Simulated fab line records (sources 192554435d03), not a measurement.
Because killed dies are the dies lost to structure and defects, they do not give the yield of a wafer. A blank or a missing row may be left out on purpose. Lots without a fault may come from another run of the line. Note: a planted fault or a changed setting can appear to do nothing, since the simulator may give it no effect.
Chamber matching | flow n5-finfet | rie-diel-05 running N5_BEOL_M0_SAQP_ETCH_106: 4 sister chambers
The step etches SOC in N2/H2, stops on SiNx, target depth 150 nm. 8 wafers are shown with their chamber, then 7 later ones without.

## WAFERS, EACH WITH ITS CHAMBER
wafer  | chamber | drypump-motor-current-A (A) | throttle-valve-pct (%)
L081.5 | 0       | 5.7                         | 17.56
L084.5 | 3       | 6.3                         | 18.14
L085.1 | 3       | 6.3                         | 18.14
L088.1 | 2       | 5.2                         | 17.77
L088.5 | 1       | 5.8                         | 18.10
L088.6 | 0       | 5.7                         | 17.57
L090.2 | 1       | 5.7                         | 18.10
L090.5 | 2       | 5.2                         | 17.76

## WAFERS WITH NO CHAMBER GIVEN
wafer  | drypump-motor-current-A (A) | throttle-valve-pct (%)
L090.6 | 5.8                         | 18.11
L091.1 | 5.7                         | 18.12
L091.2 | 5.7                         | 17.57
L091.4 | 5.2                         | 17.77
L093.3 | 6.3                         | 18.16
L093.4 | 5.8                         | 18.11
L093.5 | 5.7                         | 17.59

## WHICH CHAMBER EACH WENT THROUGH
wafer  | from the rows above | in truth
L090.6 | 1                   | 1
L091.1 | 1                   | 1
L091.2 | 0                   | 0
L091.4 | 2                   | 2
L093.3 | 3                   | 3
L093.4 | 1                   | 1
L093.5 | 0                   | 0
Correct placement for 7 of the 7. From these rows, 0 cannot be placed. 0 placed wrongly.
How it was worked out, from the rows above alone: a wafer's distance from a chamber is the root of the sum, over the readings, of the square of ((its reading less the chamber's mean) divided by the reading's scatter). If the next closest chamber is less than 2 further off than the closest, the wafer can't be placed; otherwise it belongs to the closest. For every chamber, the mean is computed from those of its wafers that are shown. How the scatter is found: for the shown wafers, subtract from each reading the mean of its chamber, square and add these, divide the total by (wafers less chambers), then take the root.
